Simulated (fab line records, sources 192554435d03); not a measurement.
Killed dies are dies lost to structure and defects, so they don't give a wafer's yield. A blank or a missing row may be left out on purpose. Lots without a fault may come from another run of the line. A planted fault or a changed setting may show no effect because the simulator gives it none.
Which tool did it? | flow n5_finfet | 24 lots, 72 wafers sampled, at 5 steps of a route of 1938

WHAT THE GAUGES READ, wafer by wafer
N5_BEOL_M1_THK_MEAS_53: measures by xrf.
lot  | measured     | on            | M1_THK (nm)
L075 | day 6 09:51  | film_metro-02 | 37.0 40.9 38.9
L074 | day 6 11:08  | film_metro-01 | 39.2 40.0 39.2
L076 | day 6 17:50  | film_metro-01 | 38.2 38.0 39.9
L077 | day 7 01:11  | film_metro-02 | 38.2 38.2 38.0
L078 | day 7 09:19  | film_metro-01 | 39.0 38.0 40.0
L079 | day 7 15:47  | film_metro-01 | 40.6 39.4 40.4
L080 | day 7 18:40  | film_metro-02 | 37.5 37.1 37.0
L081 | day 8 00:25  | film_metro-01 | 38.6 42.0 41.1
L082 | day 8 09:47  | film_metro-01 | 37.5 37.3 36.1
L083 | day 8 12:38  | film_metro-02 | 38.0 37.8 40.5
L084 | day 9 04:48  | film_metro-02 | 40.8 40.0 40.8
L085 | day 9 14:44  | film_metro-01 | 37.9 37.3 40.0
L086 | day 9 21:05  | film_metro-01 | 39.1 39.0 39.9
L087 | day 10 13:30 | film_metro-01 | 39.8 42.5 41.6
L088 | day 10 17:30 | film_metro-01 | 37.6 39.3 40.6
L089 | day 10 19:47 | film_metro-02 | 39.4 37.7 40.7
L091 | day 10 20:03 | film_metro-01 | 39.2 42.5 40.3
L090 | day 11 00:26 | film_metro-02 | 40.9 41.7 42.1
L092 | day 11 01:24 | film_metro-02 | 37.7 38.5 37.3
L093 | day 11 09:58 | film_metro-02 | 39.4 41.1 42.2
L094 | day 11 15:37 | film_metro-02 | 37.6 38.2 38.5
L095 | day 11 19:17 | film_metro-02 | 37.8 39.7 41.4
L096 | day 12 00:35 | film_metro-01 | 39.9 42.2 41.8
L097 | day 12 09:02 | film_metro-02 | 41.0 40.3 42.1

N5_BEOL_M2_CD_MEAS_11: target cd 16.79 nm.
lot  | measured     | on        | cd_nm (nm)
L075 | day 6 11:36  | cd_sem-03 | 16.68 16.70 17.25
L074 | day 6 12:44  | cd_sem-01 | 17.07 16.65 17.01
L076 | day 6 19:13  | cd_sem-01 | 16.60 17.12 17.04
L077 | day 7 02:47  | cd_sem-01 | 16.75 16.41 16.53
L078 | day 7 10:53  | cd_sem-03 | 16.84 17.04 16.88
L079 | day 7 16:50  | cd_sem-03 | 16.95 16.80 16.74
L080 | day 7 20:24  | cd_sem-03 | 16.86 16.62 16.48
L081 | day 8 01:49  | cd_sem-01 | 17.09 16.99 17.35
L082 | day 8 10:41  | cd_sem-01 | 16.67 16.54 17.11
L083 | day 8 14:40  | cd_sem-03 | 16.60 16.87 17.02
L084 | day 9 06:43  | cd_sem-01 | 16.89 17.08 16.59
L085 | day 9 17:41  | cd_sem-02 | 16.59 16.79 16.97
L086 | day 9 22:18  | cd_sem-02 | 17.15 17.09 16.97
L087 | day 10 14:35 | cd_sem-01 | 16.64 16.63 16.43
L088 | day 10 19:44 | cd_sem-03 | 16.99 16.96 16.56
L089 | day 10 21:29 | cd_sem-01 | 17.02 16.52 16.87
L091 | day 10 21:38 | cd_sem-01 | 16.96 17.38 16.77
L090 | day 11 02:04 | cd_sem-01 | 16.58 16.35 17.30
L092 | day 11 02:34 | cd_sem-02 | 17.18 16.60 16.63
L093 | day 11 11:44 | cd_sem-01 | 16.81 16.81 16.62
L094 | day 11 18:53 | cd_sem-03 | 16.82 17.04 16.65
L095 | day 11 20:16 | cd_sem-01 | 16.63 16.59 16.43
L096 | day 12 04:12 | cd_sem-02 | 16.29 16.75 17.17
L097 | day 12 10:25 | cd_sem-03 | 17.06 16.77 17.07

WHICH TOOL RAN EACH LOT (tool, then ch and the chambers of the sampled wafers, then the start)
lot  | N5_BEOL_M1_DESCUM_33               | N5_BEOL_M1_PRE_CLEAN_45      | N5_BEOL_M1_PRE_CLEAN_60
L075 | rie_diel-04 ch 0,1,2, day 6 02:19  | pvd_sputter-03, day 6 06:16  | cvd_co-01 ch 0,2, day 6 09:54
L074 | rie_diel-03 ch 2,3, day 6 05:07    | pvd_sputter-01, day 6 07:49  | cvd_co-02 ch 0,1,2, day 6 11:10
L076 | rie_diel-04 ch 0,1,3, day 6 12:17  | pvd_sputter-01, day 6 13:56  | cvd_co-02 ch 1,2, day 6 17:53
L077 | rie_diel-03 ch 0,2,3, day 6 18:27  | pvd_sputter-03, day 6 21:55  | cvd_co-01 ch 0,1,2, day 7 01:13
L078 | rie_diel-01 ch 1,2,3, day 7 04:58  | pvd_sputter-02, day 7 05:58  | cvd_co-01 ch 1,2, day 7 09:22
L079 | rie_diel-03 ch 0,1,3, day 7 07:29  | pvd_sputter-02, day 7 12:27  | cvd_co-01 ch 0,1,2, day 7 15:49
L080 | rie_diel-01 ch 2,3, day 7 11:09    | pvd_sputter-02, day 7 15:31  | cvd_co-02 ch 0,2, day 7 18:43
L081 | rie_diel-03 ch 1,3, day 7 16:58    | pvd_sputter-01, day 7 21:06  | cvd_co-02 ch 0,1, day 8 00:26
L082 | rie_diel-03 ch 1,2,3, day 8 01:06  | pvd_sputter-01, day 8 06:35  | cvd_co-02 ch 0,1,2, day 8 09:50
L083 | rie_diel-03 ch 1,2,3, day 8 07:46  | pvd_sputter-01, day 8 09:30  | cvd_co-01 ch 1,2, day 8 12:40
L084 | rie_diel-04 ch 2,3, day 8 18:51    | pvd_sputter-02, day 9 00:22  | cvd_co-01 ch 1,2, day 9 04:50
L085 | rie_diel-03 ch 0,1,3, day 9 08:18  | pvd_sputter-03, day 9 11:10  | cvd_co-02 ch 0,1,2, day 9 15:22
L086 | rie_diel-01 ch 0,1,2, day 9 15:20  | pvd_sputter-03, day 9 17:58  | cvd_co-01 ch 1,2, day 9 21:07
L087 | rie_diel-04 ch 0,3, day 10 07:58   | pvd_sputter-02, day 10 10:12 | cvd_co-02 ch 0,1,2, day 10 13:35
L088 | rie_diel-01 ch 0,1,3, day 10 13:16 | pvd_sputter-03, day 10 14:22 | cvd_co-02 ch 1,2, day 10 17:32
L089 | rie_diel-01 ch 0,2, day 10 15:12   | pvd_sputter-03, day 10 16:43 | cvd_co-02 ch 0,1,2, day 10 19:49
L091 | rie_diel-03 ch 0,2, day 10 15:46   | pvd_sputter-01, day 10 16:49 | cvd_co-02 ch 0,1,2, day 10 20:06
L090 | rie_diel-04 ch 1,2,3, day 10 17:31 | pvd_sputter-03, day 10 20:09 | cvd_co-01 ch 0,1, day 11 00:28
L092 | rie_diel-03 ch 0,2,3, day 10 18:01 | pvd_sputter-02, day 10 22:06 | cvd_co-01 ch 0,1,2, day 11 01:27
L093 | rie_diel-04 ch 1,3, day 11 02:52   | pvd_sputter-02, day 11 06:43 | cvd_co-01 ch 1,2, day 11 10:01
L094 | rie_diel-03 ch 1,2,3, day 11 07:42 | pvd_sputter-03, day 11 11:14 | cvd_co-02 ch 0,1,2, day 11 15:40
L095 | rie_diel-03 ch 2,3, day 11 14:05   | pvd_sputter-03, day 11 15:43 | cvd_co-02 ch 0,2, day 11 19:20
L096 | rie_diel-04 ch 2,3, day 11 20:18   | pvd_sputter-02, day 11 21:20 | cvd_co-02 ch 0,2, day 12 00:38
L097 | rie_diel-04 ch 0,1, day 12 01:47   | pvd_sputter-03, day 12 05:46 | cvd_co-02 ch 0,2, day 12 09:11
- N5_BEOL_M1_DESCUM_33: chemistry O2, time 7 s.
- N5_BEOL_M1_PRE_CLEAN_45: time 30 s.
- N5_BEOL_M1_PRE_CLEAN_60: time 15 s.

WHAT THE TOOLS THEMSELVES READ (means of the sampled wafers that have a number; where no wafer has one, the mark that the record gives instead)
N5_BEOL_M1_DESCUM_33.
lot  | tool        | drypump_motor_current_A (A) | oes_product_au (a.u.) | rf_vpp_V (V) | showerhead_plenum_p_Torr (Torr) | temp_c (C) | throttle_valve_pct (%)
L075 | rie_diel-04 | 5.9                         | 0.79                  | 242.5        | 2.04                            | 40.10      | 20.24
L074 | rie_diel-03 | 5.5                         | 0.68                  | 243.9        | 2.09                            | 40.07      | 20.45
L076 | rie_diel-04 | 5.6                         | 0.72                  | 242.2        | 1.99                            | 39.93      | 20.35
L077 | rie_diel-03 | 5.6                         | 0.69                  | 243.8        | 2.08                            | 40.09      | 20.30
L078 | rie_diel-01 | 5.5                         | 0.80                  | 242.9        | 2.08                            | 39.99      | 20.18
L079 | rie_diel-03 | 6.0                         | 0.68                  | 242.5        | 2.09                            | 39.93      | 20.47
L080 | rie_diel-01 | 5.5                         | 0.77                  | 243.7        | 2.13                            | 39.94      | 20.22
L081 | rie_diel-03 | 6.1                         | 0.69                  | 243.4        | 2.12                            | 39.97      | 20.70
L082 | rie_diel-03 | 5.7                         | 0.78                  | 243.6        | 2.11                            | 39.95      | 20.43
L083 | rie_diel-03 | 5.7                         | 0.77                  | 244.0        | 2.11                            | 39.88      | 20.42
L084 | rie_diel-04 | 5.5                         | 0.75                  | 242.2        | 2.03                            | 39.92      | 20.15
L085 | rie_diel-03 | 6.0                         | 0.68                  | 243.4        | 2.08                            | 39.95      | 20.48
L086 | rie_diel-01 | 5.3                         | 0.84                  | 242.2        | 2.04                            | 40.01      | 20.16
L087 | rie_diel-04 | 5.4                         | 0.68                  | 241.6        | 2.00                            | 39.95      | 20.39
L088 | rie_diel-01 | 5.4                         | 0.82                  | 242.5        | 2.08                            | 40.13      | 20.12
L089 | rie_diel-01 | 5.0                         | 0.86                  | 242.8        | 2.05                            | 40.02      | 20.16
L091 | rie_diel-03 | 5.7                         | 0.75                  | 243.0        | 2.06                            | 39.98      | 20.06
L090 | rie_diel-04 | 5.7                         | 0.76                  | 241.0        | 2.01                            | 39.91      | 20.17
L092 | rie_diel-03 | 5.6                         | 0.75                  | 242.5        | 2.07                            | 39.98      | 20.22
L093 | rie_diel-04 | 5.5                         | 0.72                  | 241.0        | 1.94                            | 40.12      | 20.27
L094 | rie_diel-03 | 5.7                         | 0.83                  | 242.5        | 2.10                            | 39.94      | 20.35
L095 | rie_diel-03 | 5.2                         | 0.83                  | 242.9        | 2.09                            | 40.00      | 20.18
L096 | rie_diel-04 | 5.9                         | 0.79                  | 242.7        | 2.07                            | 40.05      | 20.08
L097 | rie_diel-04 | 5.7                         | 0.82                  | 240.1        | 1.96                            | 40.03      | 20.29

N5_BEOL_M1_PRE_CLEAN_45.
lot  | tool           | heater_power_w (W)
L075 | pvd_sputter-03 | 361
L074 | pvd_sputter-01 | 333
L076 | pvd_sputter-01 | 364
L077 | pvd_sputter-03 | 362
L078 | pvd_sputter-02 | 349
L079 | pvd_sputter-02 | 351
L080 | pvd_sputter-02 | 351
L081 | pvd_sputter-01 | 347
L082 | pvd_sputter-01 | 336
L083 | pvd_sputter-01 | 344
L084 | pvd_sputter-02 | 357
L085 | pvd_sputter-03 | 351
L086 | pvd_sputter-03 | 337
L087 | pvd_sputter-02 | 352
L088 | pvd_sputter-03 | 356
L089 | pvd_sputter-03 | 357
L091 | pvd_sputter-01 | 353
L090 | pvd_sputter-03 | 358
L092 | pvd_sputter-02 | 347
L093 | pvd_sputter-02 | 350
L094 | pvd_sputter-03 | 336
L095 | pvd_sputter-03 | 344
L096 | pvd_sputter-02 | 347
L097 | pvd_sputter-03 | 361

N5_BEOL_M1_PRE_CLEAN_60.
lot  | tool      | heater_power_w (W)
L075 | cvd_co-01 | 98
L074 | cvd_co-02 | 84
L076 | cvd_co-02 | 76
L077 | cvd_co-01 | 93
L078 | cvd_co-01 | 92
L079 | cvd_co-01 | 91
L080 | cvd_co-02 | 78
L081 | cvd_co-02 | 94
L082 | cvd_co-02 | 84
L083 | cvd_co-01 | 94
L084 | cvd_co-01 | 92
L085 | cvd_co-02 | 83
L086 | cvd_co-01 | 85
L087 | cvd_co-02 | 84
L088 | cvd_co-02 | 88
L089 | cvd_co-02 | 83
L091 | cvd_co-02 | 83
L090 | cvd_co-01 | 92
L092 | cvd_co-01 | 93
L093 | cvd_co-01 | 87
L094 | cvd_co-02 | 83
L095 | cvd_co-02 | 81
L096 | cvd_co-02 | 82
L097 | cvd_co-02 | 80

THE ANSWER, worked out from the rows above alone
Rule: what is usual is taken from the lots themselves. Put in order of their means at a reading, lots are off if they are a third of the lots or fewer, leave a main group of 4 or more, and stand apart from it by a gap of 3 or more times the standard deviation of the main group's means; of several such gaps the widest counts. A main group whose means are all the same, to the digits that the tables above print for the reading, isn't used. A lot without any number at a reading at which 4 lots or more have one is off too. The other lots that the step has rows for count as sound. The gauges are gone through in route order, then the tools' own readings, and for those a lot's mean is taken as printed above. The first step at which some lot is off is used, and at that step the reading that is off furthest; a lot without a number counts as furthest.
No lot is off at any reading shown: from this, nothing can be told.

WHAT THE SIMULATOR HAD PUT IN
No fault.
